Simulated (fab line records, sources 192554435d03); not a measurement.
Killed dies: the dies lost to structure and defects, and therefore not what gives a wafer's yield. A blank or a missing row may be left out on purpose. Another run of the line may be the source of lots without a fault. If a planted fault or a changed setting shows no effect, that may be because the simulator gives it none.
Which tool is to blame?    flow n5 finfet    12 lots, 34 wafers sampled, at 3 steps of a route of 1938

== WHAT THE GAUGES READ, wafer by wafer ==
N5_BEOL_M15_CD_MEAS_10 targets a cd of 360 nm. Usual: 358.6 nm for cd nm, sd 2.5.
lot   measured      on         cd nm (nm)         flag
L898  day 11 03:55  cd sem-02  361.3 360.5 355.5  
L902  day 12 04:22  cd sem-03  359.2 359.9 361.2  
L900  day 12 05:26  cd sem-02  353.4 359.9 354.4  
L905  day 12 13:26  cd sem-03  360.0 360.1 357.6  
L903  day 12 18:55  cd sem-03  358.1 358.9 358.8  
L908  day 14 11:06  cd sem-01  361.1 358.1 354.9  
L912  day 14 14:03  cd sem-01  358.0 356.7 360.9  
L913  day 15 19:16  cd sem-02  361.0 357.5        
L916  day 15 19:56  cd sem-01  355.1 360.9        
L919  day 17 03:04  cd sem-03  357.7 362.4 358.5  
L918  day 17 03:21  cd sem-02  355.1 357.9 354.1  
L920  day 17 03:37  cd sem-01  359.3 361.5 358.6  

N5_BEOL_M15_OVL_MEAS_11. Usual: V14_OVL gives 1 nm (standard deviation 5.7).
lot   measured      on          V14_OVL (nm)  flag
L898  day 11 03:56  overlay-01  -2 0 1        
L902  day 12 04:23  overlay-01  14 13 10      
L900  day 12 05:28  overlay-01  -1 -8 0       
L905  day 12 13:28  overlay-01  -13 -3 -13    
L903  day 12 18:56  overlay-01  -1 10 4       
L908  day 14 11:08  overlay-02  -1 -2 -1      
L912  day 14 14:05  overlay-02  -2 -4 3       
L913  day 15 19:17  overlay-02  -9 -1         
L916  day 15 19:58  overlay-01  1 8           
L919  day 17 03:05  overlay-01  2 12 5        
L918  day 17 03:23  overlay-01  3 -4 2        
L920  day 17 03:39  overlay-02  -1 4 -3       

== TOOL THAT RAN EACH LOT (tool first, then ch and the chambers of the sampled wafers, then the start) ==
lot   N5_BEOL_M14_DEP_53
L898  pecvd-03 ch 0,2, day 11 03:06
L902  pecvd-03 ch 0,1, day 12 03:40
L900  pecvd-02 ch 0,1,2, day 12 04:38
L905  pecvd-01 ch 0,1,2, day 12 12:45
L903  pecvd-01 ch 0,1,2, day 12 18:06
L908  pecvd-02 ch 0,1, day 14 10:17
L912  pecvd-01 ch 0,1,2, day 14 13:16
L913  pecvd-01 ch 0,2, day 15 18:27
L916  pecvd-01 ch 0,2, day 15 19:15
L919  pecvd-03 ch 0,2, day 17 02:16
L918  pecvd-01 ch 0,2, day 17 02:32
L920  pecvd-02 ch 1,2, day 17 02:48
- N5_BEOL_M14_DEP_53: deposits SiCN from 3MS/NH3, target thk 50 nm, time 17.8 s.

== WHAT THE TOOLS THEMSELVES READ (means of the sampled wafers that have a number; where no wafer has one, the mark that the record gives instead) ==
N5_BEOL_M14_DEP_53. Usual: showerhead plenum p Torr 4.16 Torr, standard deviation 0.039; throttle valve pct 18.0 %, standard deviation 1.5.
lot   tool      showerhead plenum p Torr (Torr)  throttle valve pct (%)  flag
L898  pecvd-03  4.15                             18.1                    
L902  pecvd-03  4.17                             19.4                    
L900  pecvd-02  4.16                             18.3                    
L905  pecvd-01  4.16                             17.9                    
L903  pecvd-01  4.17                             17.9                    
L908  pecvd-02  4.17                             18.2                    
L912  pecvd-01  4.16                             17.9                    
L913  pecvd-01  4.16                             17.4                    
L916  pecvd-01  4.16                             17.3                    
L919  pecvd-03  4.15                             18.1                    
L918  pecvd-01  4.18                             17.3                    
L920  pecvd-02  4.18                             19.4                    

== THE ANSWER, worked out from the rows above alone ==
Rule: a lot counts as off when the mean over its wafers that have a number is more than 3 standard deviations away from the usual mean. A lot without any number at a reading at which 4 lots or more have one is off too. Where the step has rows for the other lots, those lots are counted as sound. Order of review: gauges by route order, followed by the tools' own readings, for which a lot's mean as printed above is used. At the first step where some lot is off, the reading lying furthest off is the one used; lots without a number count as furthest.
None of the lots is off at any reading shown; this tells nothing.

== WHAT THE SIMULATOR HAD INSERTED ==
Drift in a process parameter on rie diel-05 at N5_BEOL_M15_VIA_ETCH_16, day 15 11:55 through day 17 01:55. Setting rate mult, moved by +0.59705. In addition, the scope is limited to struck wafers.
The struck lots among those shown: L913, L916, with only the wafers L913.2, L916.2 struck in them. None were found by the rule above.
